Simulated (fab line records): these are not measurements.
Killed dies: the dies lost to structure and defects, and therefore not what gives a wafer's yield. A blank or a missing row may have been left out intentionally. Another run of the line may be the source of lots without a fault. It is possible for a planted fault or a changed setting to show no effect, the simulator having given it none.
Matching of chambers    flow n5 finfet    4 sister chambers for N5_GATE_CUT_SAC_CAP_01 on ald sin-03
The step material SiNx, target thk 24 nm, pulse time 1 s, ald cycles 480. 4 wafers are shown with their chamber, then 12 later ones without.

== WAFERS WITH THEIR CHAMBER ==
wafer   chamber  heater power w (W)
L088.1  2        896
L088.5  3        870
L091.4  1        817
L091.5  0        947

== WAFERS WITHOUT THEIR CHAMBER ==
wafer   heater power w (W)
L096.1  855
L096.2  831
L096.3  944
L096.4  904
L096.5  910
L096.6  848
L097.1  841
L097.2  934
L097.3  818
L097.4  881
L097.5  910
L097.6  820

== THE CHAMBER EACH PASSED THROUGH ==
wafer   from the rows above           in truth
L096.1  can't be placed: 3 or 1 or 2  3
L096.2  can't be placed: 1 or 3       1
L096.3  0                             0
L096.4  can't be placed: 2 or 3       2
L096.5  can't be placed: 2 or 0 or 3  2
L096.6  can't be placed: 3 or 1 or 2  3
L097.1  can't be placed: 1 or 3       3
L097.2  can't be placed: 0 or 2       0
L097.3  1                             1
L097.4  can't be placed: 3 or 2       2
L097.5  can't be placed: 2 or 0 or 3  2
L097.6  1                             1
Placed correctly: 3 of 12. These rows do not allow placing 9 (true chamber among the candidates in 9). Wrongly placed: 0.
How it was worked out, from the rows above alone: a wafer's distance from a chamber is the root of the sum, over the readings, of the square of ((its reading less the chamber's mean) divided by the reading's scatter). The wafer belongs to the nearest chamber; if the next one is less than 2 further off, it can't be placed. The mean given for a chamber averages the wafers shown for that chamber. The scatter: root of mean squared gap, hidden wafer to nearest shown wafer, with one shown wafer a chamber.
